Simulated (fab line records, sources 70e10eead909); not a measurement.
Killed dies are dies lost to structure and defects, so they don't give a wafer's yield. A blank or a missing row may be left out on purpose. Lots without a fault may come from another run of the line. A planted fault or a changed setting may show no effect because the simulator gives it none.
A struck lot beside a sound one | flow nand_harc | 14 steps out of a route of 1159
Sound: wafers L932.4, L932.5, L932.6. Struck: wafers L929.2, L929.5, L929.6. The cause comes at the end.
At each step with rows: each side's tool, then ch and its chambers, then its first start. Under that, the readings that differ: sound wafers | struck wafers | difference of the means | sigmas: that difference in standard deviations of wafers without a fault.
alike: readings whose means differ by less than 2 such deviations, and words and numbers that are the same on both sides. not compared: withheld readings, readings that some wafer has no value for, bounds like >300 that may hide the same value, and numbers for which the record gives no deviation and whose values overlap.
The two part at a step that has a row with sigmas, a row that says differs or no value, or rows on one side only. Numbers that don't overlap but have no deviation are shown without sigmas and don't part them. A reading that every wafer of one side lacks parts them only if that side has two wafers or more.

NHARC_P_M2_CD_MEAS_09: target cd 170 nm.
  sound on cd_sem-02 ch 0, day 11 19:08; struck on cd_sem-03 ch 0, day 10 18:42
  alike: cd_nm
NHARC_P_M2_OVL_MEAS_10: pitch 340 nm.
  sound on overlay-01, day 11 19:13; struck on overlay-02, day 10 18:47
  reading           | sound       | struck         | difference | sigmas
  overlay_y_nm (nm) | 0.9 0.8 1.1 | -1.1 -0.8 -1.3 | -2.0       | -2
  alike: overlay_x_nm
NHARC_P_M2_INSPECT_11:
  sound on defect_inspect-01, day 11 19:15; struck on defect_inspect-02, day 10 18:49
  alike: raw_defect_count
then, 1 step without rows for these wafers: NHARC_P_M2_DESCUM_14 (chemistry O2, time 3 s).
NHARC_P_M2_ETCH_35: etches the open film in N2/H2, target depth 40 nm, overetch 12 nm, time 43.94 s.
  sound on rie_diel-11 ch 0,1,2, day 11 19:24; struck on rie_diel-11 ch 1,2,3, day 10 18:59
  alike: drypump_motor_current_A, oes_product_au, rf_vpp_V, showerhead_plenum_p_Torr, throttle_valve_pct
  not compared: rf_hours_counter_h
NHARC_P_M2_ETCH_15: etches the open film in C4F8/Ar, target depth 182.5 nm, time 91.2 s.
  sound on rie_diel-11 ch 1,2; struck on rie_diel-11 ch 0,1,3
  alike: oes_product_au, rf_vpp_V
  not compared: rf_hours_counter_h
NHARC_P_M2_CD_MEAS_16:
  sound on cd_sem-02, day 11 19:37; struck on cd_sem-02, day 10 19:11
  alike: cd_nm
then, 1 step without rows for these wafers: NHARC_P_M2_STRIP_18 (strips in N2/H2).
NHARC_P_M2_ETCH_28: etches the open film in CF4/N2, target depth 30 nm, time 72.99 s.
  sound on rie_diel-11 ch 1,2; struck on rie_diel-02 ch 0,3
  alike: drypump_motor_current_A, oes_product_au, rf_vpp_V, showerhead_plenum_p_Torr, throttle_valve_pct
  not compared: rf_hours_counter_h
then, 1 step without rows for these wafers: NHARC_P_M2_STRIP_19 (strips in post etch residue remover, time 600 s).
NHARC_P_M2_DEGAS_29: time 60 s.
  sound on pvd_sputter-02, day 11 20:19; struck on pvd_sputter-01, day 10 19:55
  alike: heater_power_w
then, 1 step without rows for these wafers: NHARC_P_M2_PRE_CLEAN_30 (time 30 s).
NHARC_P_M2_PVD_20: deposits TaN, target thk 5 nm, time 8.06 s.
  sound on pvd_sputter-02, day 11 20:28; struck on pvd_sputter-01, day 10 20:04
  no value came back on the struck wafers for bias_v (V), cathode_dc_power_W (W), throttle_valve_pct (%); on the sound wafers bias_v (V) reads 166.4 170.0 169.8
NHARC_P_M2_PVD_21: deposits Cu, target thk 30 nm, time 20.49 s.
  sound on pvd_sputter-02; struck on pvd_sputter-01
  alike: cathode_dc_power_W, chamber_pressure_pa, throttle_valve_pct

WHERE THEY PART
First at NHARC_P_M2_OVL_MEAS_10; last, within this record, at NHARC_P_M2_PVD_20. Later steps at which nothing parts them and some readings are alike: NHARC_P_M2_PVD_21.

WHY: what the simulator had put in
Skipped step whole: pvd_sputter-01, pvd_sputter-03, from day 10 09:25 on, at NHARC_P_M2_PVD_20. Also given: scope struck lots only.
